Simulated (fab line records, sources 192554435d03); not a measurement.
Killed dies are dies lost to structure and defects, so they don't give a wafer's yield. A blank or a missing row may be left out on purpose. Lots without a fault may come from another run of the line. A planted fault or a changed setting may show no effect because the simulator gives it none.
Which tool did it? | flow n5_finfet | 10 lots, 30 wafers sampled, at 6 steps of a route of 1938

WHAT THE GAUGES READ, wafer by wafer
N5_BEOL_M1_THK_MEAS_53: measures by xrf.
lot  | measured     | on            | M1_THK (nm)
L964 | day 7 00:15  | film_metro-01 | 39.7 42.5 42.0
L965 | day 7 02:14  | film_metro-02 | 41.5 43.2 39.2
L966 | day 7 04:53  | film_metro-02 | 39.7 40.2 42.0
L970 | day 8 08:50  | film_metro-01 | 40.2 41.6 42.3
L973 | day 8 20:31  | film_metro-01 | 39.3 40.8 41.6
L974 | day 9 09:40  | film_metro-01 | 39.5 39.6 40.5
L977 | day 10 08:00 | film_metro-01 | 37.3 40.5 42.1
L979 | day 10 10:53 | film_metro-02 | 42.4 41.6 43.5
L980 | day 10 17:04 | film_metro-01 | 41.0 43.0 42.1
L984 | day 12 08:04 | film_metro-02 | 38.6 39.4 38.4

N5_BEOL_M4_RC_MEAS_101.
lot  | measured     | on        | DIBL_N (mV/V)  | DIBL_P (mV/V)  | IOFF_N (nA/um) | IOFF_P (nA/um) | ION_N (uA/um) | ION_P (uA/um) | SS_N (mV/dec)  | SS_P (mV/dec)  | VT_N (mV)   | VT_P (mV)
L964 | day 8 03:02  | prober-02 | 39.0 37.3 38.0 | 40.0 39.0 39.8 | 0.23 0.19 0.19 | 0.25 0.22 0.24 | 693 677 676   | 466 451 458   | 72.3 72.1 71.5 | 74.5 74.1 74.3 | 244 246 248 | -248 -251 -249
L965 | day 8 05:27  | prober-02 | 37.2 35.7 38.3 | 37.2 36.2 38.0 | 0.15 0.14 0.17 | 0.21 0.21 0.24 | 653 671 683   | 451 465 471   | 72.2 71.2 72.2 | 73.9 73.9 73.5 | 252 247 249 | -254 -248 -252
L966 | day 8 08:48  | prober-02 | 37.4 36.6 35.1 | 36.5 35.8 33.8 | 0.15 0.14 0.12 | 0.24 0.22 0.19 | 659 675 660   | 462 468 459   | 71.5 71.6 71.0 | 73.7 72.6 72.4 | 254 251 260 | -248 -247 -251
L970 | day 9 14:52  | prober-02 | 36.4 35.3 37.1 | 33.6 33.9 35.6 | 0.15 0.13 0.15 | 0.16 0.17 0.19 | 659 662 655   | 444 460 451   | 72.3 71.5 72.4 | 72.5 72.7 73.2 | 252 254 253 | -255 -250 -251
L973 | day 10 03:05 | prober-02 | 39.5 35.9 37.6 | 39.5 36.2 37.4 | 0.24 0.15 0.17 | 0.32 0.24 0.25 | 696 672 660   | 481 473 458   | 72.6 72.1 71.8 | 74.8 73.4 73.1 | 244 252 249 | -240 -244 -246
L974 | day 10 17:08 | prober-01 | 35.1 35.9 36.2 | 36.0 36.4 37.3 | 0.15 0.18 0.19 | 0.22 0.23 0.25 | 673 663 678   | 458 456 469   | 71.7 72.3 71.9 | 73.3 74.0 73.4 | 250 249 249 | -246 -249 -248
L977 | day 12 02:59 | prober-01 | 35.8 38.3 36.5 | 36.1 39.4 37.3 | 0.14 0.19 0.16 | 0.21 0.27 0.23 | 670 676 676   | 464 463 465   | 71.4 71.7 71.3 | 72.9 73.5 73.4 | 253 249 251 | -250 -248 -247
L979 | day 12 15:04 | prober-01 | 38.5 33.3 37.5 | 39.1 33.7 38.1 | 0.21 0.12 0.19 | 0.25 0.16 0.24 | 695 678 675   | 472 468 473   | 71.6 70.8 71.2 | 73.3 72.7 73.4 | 244 251 247 | -249 -256 -252
L980 | day 12 15:14 | prober-02 | 33.8 36.3 40.6 | 32.9 36.2 42.1 | 0.11 0.16 0.27 | 0.17 0.23 0.35 | 653 667 686   | 454 462 471   | 71.0 71.6 72.9 | 71.8 72.4 74.0 | 254 247 239 | -251 -245 -246
L984 | day 13 23:58 | prober-02 | 38.8 39.8 38.0 | 39.4 39.9 37.9 | 0.23 0.24 0.19 | 0.33 0.33 0.29 | 705 710 676   | 492 487 473   | 72.3 71.7 71.3 | 74.1 73.6 73.4 | 243 243 247 | -241 -240 -245

WHICH TOOL RAN EACH LOT (tool, then ch and the chambers of the sampled wafers, then the start)
lot  | N5_BEOL_M1_SPUTTER_94        | N5_BEOL_M1_SPUTTER_96        | N5_BEOL_M1_ECD_50              | N5_BEOL_M1_CMP_52
L964 | pvd_sputter-03, day 6 23:15  | pvd_sputter-03, day 6 23:28  | ecd_cu-02 ch 0,1, day 6 23:35  | cmp-04 ch 0,1,3, day 7 00:00
L965 | pvd_sputter-03, day 7 01:05  | pvd_sputter-03, day 7 01:19  | ecd_cu-02 ch 0,1, day 7 01:25  | cmp-03 ch 0,2,3, day 7 01:57
L966 | pvd_sputter-01, day 7 03:52  | pvd_sputter-01, day 7 04:05  | ecd_cu-01 ch 0, day 7 04:13    | cmp-04 ch 0,2, day 7 04:38
L970 | pvd_sputter-02, day 8 07:48  | pvd_sputter-02, day 8 08:01  | ecd_cu-01 ch 0,1, day 8 08:10  | cmp-02 ch 1,2,3, day 8 08:37
L973 | pvd_sputter-02, day 8 19:30  | pvd_sputter-02, day 8 19:43  | ecd_cu-01 ch 0,1, day 8 19:50  | cmp-03 ch 2,3, day 8 20:13
L974 | pvd_sputter-02, day 9 08:38  | pvd_sputter-02, day 9 08:51  | ecd_cu-02 ch 0,1, day 9 09:00  | cmp-03 ch 0,2,3, day 9 09:27
L977 | pvd_sputter-03, day 10 06:57 | pvd_sputter-03, day 10 07:10 | ecd_cu-01 ch 0,1, day 10 07:17 | cmp-04 ch 0,1,3, day 10 07:42
L979 | pvd_sputter-02, day 10 09:53 | pvd_sputter-02, day 10 10:06 | ecd_cu-01 ch 0,1, day 10 10:14 | cmp-04 ch 0,3, day 10 10:36
L980 | pvd_sputter-03, day 10 15:19 | pvd_sputter-03, day 10 15:32 | ecd_cu-02 ch 0,1, day 10 15:40 | cmp-02 ch 0,1,2, day 10 16:48
L984 | pvd_sputter-02, day 12 07:03 | pvd_sputter-02, day 12 07:16 | ecd_cu-02 ch 0,1, day 12 07:25 | cmp-02 ch 2,3, day 12 07:49
- N5_BEOL_M1_SPUTTER_94: material Cu, target thk 4.5 nm, time 8.29 s.
- N5_BEOL_M1_SPUTTER_96: material Cu, target thk 4.5 nm, time 8.29 s.
- N5_BEOL_M1_ECD_50: material Cu, target thk 300 nm.
- N5_BEOL_M1_CMP_52: polishes, stops on SiOC, t overpolish 6.8 s, target thk 40 nm.

WHAT THE TOOLS THEMSELVES READ (means of the sampled wafers that have a number; where no wafer has one, the mark that the record gives instead)
N5_BEOL_M1_SPUTTER_94.
lot  | tool           | throttle_valve_pct (%)
L964 | pvd_sputter-03 | 30.7
L965 | pvd_sputter-03 | 30.6
L966 | pvd_sputter-01 | 30.1
L970 | pvd_sputter-02 | 28.6
L973 | pvd_sputter-02 | 29.0
L974 | pvd_sputter-02 | 29.5
L977 | pvd_sputter-03 | 29.8
L979 | pvd_sputter-02 | 29.1
L980 | pvd_sputter-03 | 30.4
L984 | pvd_sputter-02 | 28.9

N5_BEOL_M1_SPUTTER_96.
lot  | tool           | throttle_valve_pct (%)
L964 | pvd_sputter-03 | 31.0
L965 | pvd_sputter-03 | 30.7
L966 | pvd_sputter-01 | 30.2
L970 | pvd_sputter-02 | 28.4
L973 | pvd_sputter-02 | 29.1
L974 | pvd_sputter-02 | 29.3
L977 | pvd_sputter-03 | 29.8
L979 | pvd_sputter-02 | 28.9
L980 | pvd_sputter-03 | 30.4
L984 | pvd_sputter-02 | 28.9

N5_BEOL_M1_CMP_52.
lot  | tool   | motor_current_A (A) | time_to_endpoint_s (s)
L964 | cmp-04 | 6.2                 | 65
L965 | cmp-03 | 6.0                 | 63
L966 | cmp-04 | 6.0                 | 69
L970 | cmp-02 | 6.4                 | 66
L973 | cmp-03 | 5.7                 | 60
L974 | cmp-03 | 6.2                 | 60
L977 | cmp-04 | 6.3                 | 62
L979 | cmp-04 | 6.3                 | 56
L980 | cmp-02 | 6.6                 | 61
L984 | cmp-02 | 6.4                 | 59

THE ANSWER, worked out from the rows above alone
Rule: what is usual is taken from the lots themselves. Put in order of their means at a reading, lots are off if they are a third of the lots or fewer, leave a main group of 4 or more, and stand apart from it by a gap of 3 or more times the standard deviation of the main group's means; of several such gaps the widest counts. A main group whose means are all the same, to the digits that the tables above print for the reading, isn't used. A lot without any number at a reading at which 4 lots or more have one is off too. The other lots that the step has rows for count as sound. The gauges are gone through in route order, then the tools' own readings, and for those a lot's mean is taken as printed above. The first step at which some lot is off is used, and at that step the reading that is off furthest; a lot without a number counts as furthest.
No lot is off at any reading shown: from this, nothing can be told.

WHAT THE SIMULATOR HAD PUT IN
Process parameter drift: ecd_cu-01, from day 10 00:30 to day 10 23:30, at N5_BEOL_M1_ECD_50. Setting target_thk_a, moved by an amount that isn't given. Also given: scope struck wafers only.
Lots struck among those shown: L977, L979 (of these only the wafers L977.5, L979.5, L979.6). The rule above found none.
